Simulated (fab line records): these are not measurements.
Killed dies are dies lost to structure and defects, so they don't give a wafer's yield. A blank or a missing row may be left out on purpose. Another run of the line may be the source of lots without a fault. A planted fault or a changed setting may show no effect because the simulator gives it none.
fab line records + flow nand_harc + part 2 of 2: steps 23 to 28 of 28
record
- lots=5
- wafers=15
- last_day=33
route steps=1302 shown A_STAIRCASE@719
lots that met no fault: taken from a fault-free run of the same line
start_h: hours from the record's opening day to when the first of the lot's shown wafers began + wait_h: how many hours have passed since the lot's step before this one + " as in the row above + L1.1+2: a single row standing in for several wafers + - value missing, or start not given + * or withheld: withheld + < > ~ a bound
route shown NAME@n: names a module that has steps shown in the file, with the first one's number in the route + usual: mean/standard deviation taken from wafers without a fault + same: alike in all rows + chamber/n: place in a boat + sites: each site's reading + _std_site: their standard deviation + _edge_site: outer sites' mean less inner sites' + radius_mm: how far each site lies from the wafer's centre + mask NAME#n: copy n + behind: tool/chamber where the wafer was last shaped + hold: the reason the lot was held/the length of the hold in hours/how it ended + device: the n, p or np transistor that did not switch + end of line: the same wafers' tests at the end of the route + for a step that has no rows: nothing shown but its recipe + killed: dies that structure and defects cost at the first sort, which is not the same as the wafer's yield + map: the dies of a wafer, with x for killed, . for not killed, _ for no die there
set.NAME: the run value of the setting; set.NAME@STEP: its run value at that earlier step + model.NAME: the simulator's own value behind a step, which no gauge read
lots at selected steps of the route; one table per step, one row per wafer
services: the hour from which a tool's chamber was out of use, counted from the record's first day as start_h (under 0 if before that day), plus the number of hours and why
## steps
# step NHARC_A_STAIRCASE_TRIM_229
# recipe
- time_s=211.2
- o2_flow_sccm=500
- ar_flow_sccm=0
- bias_w=0
- chemistry=O2
# usual
- drypump_motor_current_A=5.7/0.52
- oes_product_au=0.999/0.007
- rf_vpp_V=57.7/0.93
- showerhead_plenum_p_Torr=3.54/0.15
- throttle_valve_pct=17.036/0.0094
# same
- bias_w=0
| lot.wafer | tool        | chamber | start_h | wait_h | drypump_motor_current_A | oes_product_au | rf_hours_counter_h | rf_vpp_V | showerhead_plenum_p_Torr | throttle_valve_pct |
|-----------|-------------|---------|---------|--------|-------------------------|----------------|--------------------|----------|--------------------------|--------------------|
| L074.3    | rie_diel-09 | 1       | 362.41  | 0.1    | 5.5                     | 1.008          | 12                 | 55.2     | 3.56                     | 17.032             |
| L074.2    | "           | 3       | "       | "      | 5.5                     | 0.994          | 8                  | 58.4     | 3.53                     | 17.051             |
| L074.5    | "           | 0       | "       | "      | 6.1                     | 1.003          | -                  | 58.5     | 3.58                     | 17.017             |
| L083.3    | rie_diel-05 | 2       | 441.76  | 0.1    | 4.7                     | 0.991          | 7                  | 57.2     | 3.50                     | 17.028             |
| L083.2    | "           | 0       | "       | "      | 5.9                     | 1.007          | 8                  | 58.8     | 3.32                     | 17.032             |
| L083.6    | "           | 1       | "       | "      | 5.3                     | 1.007          | -                  | 57.1     | 3.64                     | 17.036             |
| L087.3    | rie_diel-01 | 1       | 502.88  | 0.1    | 6.3                     | 0.996          | 30                 | 57.3     | 3.66                     | 17.060             |
| L087.5    | "           | 0       | "       | "      | 4.8                     | 1.002          | -                  | 58.2     | 3.79                     | 17.044             |
| L087.6    | "           | 1       | "       | "      | 6.3                     | 0.997          | -                  | 57.5     | 3.66                     | 17.035             |
| L096.2    | rie_diel-01 | 1       | 577.02  | 0.1    | 6.3                     | 0.999          | 7                  | 58.5     | 3.64                     | 17.040             |
| L096.1    | "           | 2       | "       | "      | 6.4                     | 1.005          | 7                  | 58.6     | 3.76                     | 17.042             |
| L096.6    | "           | 2       | "       | "      | 6.4                     | 1.008          | -                  | 58.5     | 3.76                     | 17.042             |
| L095.4    | rie_diel-09 | 0       | 582.75  | 0.1    | 6.1                     | 0.993          | 29                 | 57.8     | 3.54                     | 17.032             |
| L095.2    | "           | 3       | "       | "      | 5.5                     | 1.006          | 22                 | 57.6     | 3.50                     | 17.030             |
| L095.6    | "           | 1       | "       | "      | 5.5                     | 1.005          | -                  | 58.9     | 3.52                     | 17.038             |
# step NHARC_A_STAIRCASE_ETCH_230
# recipe
- target_depth_a=1000
- time_s=40.5
- ion_energy_ev=400
- c4f8_flow_sccm=20
- o2_flow_sccm=10
- ar_flow_sccm=withheld
- rf_w=600
- bias_w=1000
- chemistry=C4F8/O2
# usual
- bias_w=1000.2/2.7
- oes_product_au=0.945/0.014
- rf_vpp_V=896/5.7
| lot.wafer | tool        | chamber | start_h | wait_h | bias_w | oes_product_au | rf_hours_counter_h | rf_vpp_V |
|-----------|-------------|---------|---------|--------|--------|----------------|--------------------|----------|
| L074.3    | rie_diel-09 | 0       | -       | -      | 1000.9 | 0.956          | 9                  | 899      |
| L074.2    | "           | 3       | "       | "      | 999.2  | 0.963          | 9                  | 897      |
| L074.5    | "           | 3       | "       | "      | 996.2  | 0.959          | -                  | 896      |
| L083.3    | rie_diel-05 | 1       | -       | -      | 998.1  | 0.957          | 8                  | 901      |
| L083.2    | "           | 3       | "       | "      | 1000.5 | 0.964          | 7                  | 902      |
| L083.6    | "           | 1       | "       | "      | 1000.9 | 0.951          | -                  | 901      |
| L087.3    | rie_diel-01 | 2       | -       | -      | 1004.4 | 0.942          | 50                 | 905      |
| L087.5    | "           | 0       | "       | "      | 1001.7 | 0.949          | -                  | 907      |
| L087.6    | "           | 1       | "       | "      | 994.4  | 0.945          | -                  | 902      |
| L096.1    | rie_diel-01 | 3       | -       | -      | 1002.9 | 0.933          | 2                  | 905      |
| L096.2    | "           | 2       | "       | "      | 998.5  | 0.942          | 7                  | 904      |
| L096.6    | "           | 1       | "       | "      | 1004.0 | 0.938          | -                  | 901      |
| L095.4    | rie_diel-09 | 2       | -       | -      | 998.4  | 0.956          | 30                 | 889      |
| L095.2    | "           | 3       | "       | "      | 994.3  | 0.952          | 22                 | 894      |
| L095.6    | "           | 1       | "       | "      | 1002.7 | 0.946          | -                  | 894      |
# step NHARC_A_STAIRCASE_TRIM_231
# recipe
- time_s=211.2
- o2_flow_sccm=500
- ar_flow_sccm=0
- bias_w=0
- chemistry=O2
# usual
- drypump_motor_current_A=5.8/0.49
- oes_product_au=0.998/0.0077
- rf_vpp_V=57.8/0.93
- showerhead_plenum_p_Torr=3.54/0.15
- throttle_valve_pct=17.036/0.0088
# same
- bias_w=0
| lot.wafer | tool        | chamber | start_h | wait_h | drypump_motor_current_A | oes_product_au | rf_hours_counter_h | rf_vpp_V | showerhead_plenum_p_Torr | throttle_valve_pct |
|-----------|-------------|---------|---------|--------|-------------------------|----------------|--------------------|----------|--------------------------|--------------------|
| L074.3    | rie_diel-09 | 3       | -       | -      | 5.6                     | 0.994          | 9                  | 58.2     | 3.53                     | 17.046             |
| L074.2    | "           | 1       | "       | "      | 5.5                     | 1.016          | 12                 | 58.4     | 3.56                     | 17.040             |
| L074.5    | "           | 1       | "       | "      | 5.5                     | 1.007          | -                  | 57.3     | 3.56                     | 17.043             |
| L083.3    | rie_diel-05 | 0       | -       | -      | 5.9                     | 1.002          | 8                  | 58.3     | 3.32                     | 17.048             |
| L083.2    | "           | 2       | "       | "      | 4.7                     | 0.991          | 8                  | 58.5     | 3.50                     | 17.042             |
| L083.6    | "           | 1       | "       | "      | 5.4                     | 0.993          | -                  | 57.4     | 3.64                     | 17.029             |
| L087.3    | rie_diel-01 | 0       | -       | -      | 4.8                     | 1.004          | 36                 | 59.0     | 3.79                     | 17.028             |
| L087.6    | "           | 1       | "       | "      | 6.2                     | 1.003          | -                  | 57.9     | 3.66                     | 17.027             |
| L087.5    | "           | 2       | "       | "      | 6.4                     | 1.011          | -                  | 60.5     | 3.78                     | 17.039             |
| L096.2    | rie_diel-01 | 1       | -       | -      | 6.3                     | 1.010          | 7                  | 58.4     | 3.64                     | 17.027             |
| L096.1    | "           | 2       | "       | "      | 6.4                     | 1.002          | 7                  | 58.0     | 3.76                     | 17.041             |
| L096.6    | "           | 1       | "       | "      | 6.2                     | 1.000          | -                  | 57.3     | 3.64                     | 17.033             |
| L095.4    | rie_diel-09 | 3       | -       | -      | 5.6                     | 1.005          | 22                 | 56.9     | 3.50                     | 17.041             |
| L095.2    | "           | 0       | "       | "      | 6.1                     | 0.996          | 29                 | 56.2     | 3.54                     | 17.045             |
| L095.6    | "           | 3       | "       | "      | 5.6                     | 1.007          | -                  | 56.5     | 3.50                     | 17.042             |
# step NHARC_A_STAIRCASE_ETCH_232
# recipe
- target_depth_a=1000
- time_s=40.5
- ion_energy_ev=400
- c4f8_flow_sccm=20
- o2_flow_sccm=10
- ar_flow_sccm=withheld
- rf_w=600
- bias_w=1000
- chemistry=C4F8/O2
# usual
- bias_w=1000.1/3
- oes_product_au=0.943/0.01
- rf_vpp_V=896/5.6
| lot.wafer | tool        | chamber | start_h | wait_h | bias_w | oes_product_au | rf_hours_counter_h | rf_vpp_V |
|-----------|-------------|---------|---------|--------|--------|----------------|--------------------|----------|
| L074.3    | rie_diel-09 | 1       | -       | -      | 1000.9 | 0.960          | 12                 | 897      |
| L074.2    | "           | 3       | "       | "      | 1001.2 | 0.942          | 9                  | 896      |
| L074.5    | "           | 1       | "       | "      | 1001.0 | 0.945          | -                  | 896      |
| L083.3    | rie_diel-05 | 2       | -       | -      | 1000.7 | 0.946          | 8                  | 895      |
| L083.2    | "           | 0       | "       | "      | 997.5  | 0.938          | 8                  | 889      |
| L083.6    | "           | 1       | "       | "      | 1000.2 | 0.947          | -                  | 900      |
| L087.3    | rie_diel-01 | 1       | -       | -      | 1001.1 | 0.929          | 31                 | 899      |
| L087.5    | "           | 3       | "       | "      | 994.3  | 0.932          | -                  | 887      |
| L087.6    | "           | 0       | "       | "      | 999.6  | 0.942          | -                  | 904      |
| L096.2    | rie_diel-01 | 2       | -       | -      | 996.1  | 0.951          | 8                  | 906      |
| L096.1    | "           | 3       | "       | "      | 999.8  | 0.939          | 2                  | 906      |
| L096.6    | "           | 3       | "       | "      | 999.2  | 0.938          | -                  | 905      |
| L095.4    | rie_diel-09 | 3       | -       | -      | 996.9  | 0.958          | 22                 | 895      |
| L095.2    | "           | 1       | "       | "      | 1001.0 | 0.959          | 19                 | 895      |
| L095.6    | "           | 0       | "       | "      | 1001.8 | 0.927          | -                  | 896      |
# step NHARC_A_STAIRCASE_TRIM_233
# recipe
- time_s=211.2
- o2_flow_sccm=500
- ar_flow_sccm=0
- bias_w=0
- chemistry=O2
# usual
- drypump_motor_current_A=5.7/0.53
- oes_product_au=0.996/0.0076
- rf_vpp_V=57.9/0.89
- showerhead_plenum_p_Torr=3.54/0.15
- throttle_valve_pct=17.037/0.0091
# same
- bias_w=0
| lot.wafer | tool        | chamber | start_h | wait_h | drypump_motor_current_A | oes_product_au | rf_hours_counter_h | rf_vpp_V | showerhead_plenum_p_Torr | throttle_valve_pct |
|-----------|-------------|---------|---------|--------|-------------------------|----------------|--------------------|----------|--------------------------|--------------------|
| L074.3    | rie_diel-09 | 1       | -       | -      | 5.5                     | 1.006          | 12                 | 58.2     | 3.56                     | 17.040             |
| L074.2    | "           | 3       | "       | "      | 5.5                     | 0.999          | 9                  | 57.4     | 3.53                     | 17.040             |
| L074.5    | "           | 0       | "       | "      | 6.1                     | 0.998          | -                  | 58.8     | 3.58                     | 17.035             |
| L083.3    | rie_diel-05 | 3       | -       | -      | 6.3                     | 1.003          | 7                  | 58.3     | 3.70                     | 17.035             |
| L083.2    | "           | 2       | "       | "      | 4.7                     | 0.996          | 8                  | 58.5     | 3.50                     | 17.028             |
| L083.6    | "           | 3       | "       | "      | 6.3                     | 0.999          | -                  | 58.1     | 3.70                     | 17.037             |
| L087.3    | rie_diel-01 | 1       | -       | -      | 6.3                     | 0.999          | 31                 | 58.4     | 3.66                     | 17.029             |
| L087.5    | "           | 3       | "       | "      | 6.0                     | 0.995          | -                  | 56.7     | 3.28                     | 17.041             |
| L087.6    | "           | 0       | "       | "      | 4.9                     | 1.009          | -                  | 57.4     | 3.79                     | 17.031             |
| L096.1    | rie_diel-01 | 3       | -       | -      | 6.1                     | 1.007          | 2                  | 58.1     | 3.81                     | 17.035             |
| L096.2    | "           | 1       | "       | "      | 6.3                     | 1.002          | 8                  | 58.0     | 3.64                     | 17.035             |
| L096.6    | "           | 2       | "       | "      | 6.4                     | 0.999          | -                  | 59.7     | 3.76                     | 17.049             |
| L095.2    | rie_diel-09 | 2       | -       | -      | 5.8                     | 1.008          | 30                 | 57.4     | 3.32                     | 17.057             |
| L095.4    | "           | 1       | "       | "      | 5.5                     | 1.006          | 19                 | 56.6     | 3.52                     | 17.049             |
| L095.6    | "           | 3       | "       | "      | 5.5                     | 1.000          | -                  | 57.9     | 3.50                     | 17.040             |
# step NHARC_A_STAIRCASE_ETCH_234
# recipe
- target_depth_a=1000
- time_s=40.5
- ion_energy_ev=400
- c4f8_flow_sccm=20
- o2_flow_sccm=10
- ar_flow_sccm=withheld
- rf_w=600
- bias_w=1000
- chemistry=C4F8/O2
# usual
- bias_w=999.6/2.9
- oes_product_au=0.942/0.0095
- rf_vpp_V=896/5.5
| lot.wafer | tool        | chamber | start_h | wait_h | bias_w | oes_product_au | rf_hours_counter_h | rf_vpp_V |
|-----------|-------------|---------|---------|--------|--------|----------------|--------------------|----------|
| L074.3    | rie_diel-09 | 1       | -       | -      | 1002.1 | 0.947          | 12                 | 895      |
| L074.2    | "           | 3       | "       | "      | 1002.9 | 0.943          | 9                  | 895      |
| L074.5    | "           | 0       | "       | "      | 1001.0 | 0.946          | -                  | 898      |
| L083.3    | rie_diel-05 | 0       | -       | -      | 1001.5 | 0.931          | 8                  | 888      |
| L083.2    | "           | 3       | "       | "      | 1000.7 | 0.938          | 7                  | 902      |
| L083.6    | "           | 1       | "       | "      | 1000.8 | 0.951          | -                  | 899      |
| L087.3    | rie_diel-01 | 0       | -       | -      | 1000.9 | 0.946          | 37                 | 905      |
| L087.5    | "           | 1       | "       | "      | 994.3  | 0.938          | -                  | 902      |
| L087.6    | "           | 2       | "       | "      | 1003.0 | 0.945          | -                  | 905      |
| L096.2    | rie_diel-01 | 2       | -       | -      | 999.9  | 0.933          | 8                  | 904      |
| L096.1    | "           | 3       | "       | "      | 1000.6 | 0.930          | 2                  | 905      |
| L096.6    | "           | 2       | "       | "      | 1000.0 | 0.947          | -                  | 907      |
| L095.2    | rie_diel-09 | 3       | -       | -      | 1003.3 | 0.947          | 22                 | 895      |
| L095.4    | "           | 0       | "       | "      | 1000.1 | 0.946          | 29                 | 897      |
| L095.6    | "           | 1       | "       | "      | 996.3  | 0.947          | -                  | 894      |
## services
| tool            | chamber | start_h | hours | kind   |
|-----------------|---------|---------|-------|--------|
| wet_bench-09    | -       | 352.93  | 8.0   | pm     |
| rie_diel-01     | 2       | 354.91  | 5.2   | repair |
| rie_diel-09     | 2       | 358.23  | 47.1  | repair |
| rie_diel-01     | -       | 380.80  | 9.0   | pm     |
| wet_bench-03    | -       | 386.40  | 8.0   | pm     |
| rie_diel-09     | -       | 386.94  | 0.4   | repair |
| wet_bench-09    | -       | 397.19  | 7.4   | repair |
| rie_diel-09     | 0       | 399.13  | 5.0   | repair |
| litho_track-02  | -       | 402.00  | 7.0   | pm     |
| rie_diel-05     | -       | 409.71  | 9.0   | pm     |
| litho_track-07  | -       | 426.01  | 7.0   | pm     |
| plasma_asher-02 | -       | 426.07  | 9.0   | pm     |
| rie_diel-09     | 3       | 448.75  | 12.9  | repair |
| litho_track-03  | -       | 450.00  | 7.0   | pm     |
| wet_bench-01    | -       | 453.64  | 8.0   | pm     |
| rie_diel-01     | 1       | 476.34  | 10.3  | repair |
| plasma_asher-02 | -       | 490.45  | 1.9   | repair |
| rie_diel-09     | -       | 497.19  | 9.0   | pm     |
| wet_bench-09    | -       | 528.93  | 8.0   | pm     |
| rie_diel-01     | -       | 557.80  | 9.0   | pm     |
| rie_diel-09     | 3       | 560.62  | 8.5   | repair |
| wet_bench-03    | -       | 562.40  | 8.0   | pm     |
| rie_diel-09     | 1       | 566.46  | 6.7   | repair |
| litho_track-02  | -       | 577.00  | 7.0   | pm     |
